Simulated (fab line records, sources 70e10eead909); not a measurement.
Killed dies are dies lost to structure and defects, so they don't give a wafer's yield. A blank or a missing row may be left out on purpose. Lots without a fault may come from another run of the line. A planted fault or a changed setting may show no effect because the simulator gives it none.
Chamber matching | flow nand_harc | NHARC_A_CHANNEL_FILL_D1_ALD_02 on ald_hk-01: 4 sister chambers
The step deposits SiO2, target thk 6 nm, pulse time 10 s, ald cycles 60. 8 wafers are shown with their chamber, then 7 later ones without.

WAFERS WITH THEIR CHAMBER
wafer  | chamber | heater_power_w (W) | precursor_pulse_height_rel
L076.1 | 0       | 438                | 0.990
L088.3 | 2       | 465                | 1.005
L088.5 | 1       | 445                | 0.977
L087.1 | 0       | 444                | 0.977
L087.2 | 3       | 518                | 1.016
L087.3 | 2       | 470                | 0.998
L087.4 | 1       | 437                | 0.956
L087.5 | 3       | 527                | 0.993

WAFERS WITHOUT THEIR CHAMBER
wafer  | heater_power_w (W) | precursor_pulse_height_rel
L087.6 | 456                | 0.986
L092.3 | 436                | 0.975
L092.5 | 467                | 0.992
L092.6 | 433                | 0.990
L096.2 | 437                | 0.972
L096.4 | 441                | 0.992
L096.5 | 467                | 1.003

WHICH CHAMBER EACH WENT THROUGH
wafer  | from the rows above          | in truth
L087.6 | can't be placed: 2 or 0 or 1 | 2
L092.3 | can't be placed: 0 or 1      | 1
L092.5 | 2                            | 2
L092.6 | can't be placed: 0 or 1      | 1
L096.2 | can't be placed: 1 or 0      | 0
L096.4 | can't be placed: 0 or 1      | 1
L096.5 | 2                            | 2
Placed correctly: 2 of 7. Can't be placed from these rows: 5 (the true chamber is among the candidates in 5). Placed wrongly: 0.
How it was worked out, from the rows above alone: a wafer's distance from a chamber is the root of the sum, over the readings, of the square of ((its reading less the chamber's mean) divided by the reading's scatter). The wafer belongs to the nearest chamber; if the next one is less than 2 further off, it can't be placed. A chamber's mean is the mean of its shown wafers. The scatter: the root of (the sum of the squares of (reading less its chamber's mean) over the shown wafers, divided by (wafers less chambers)).
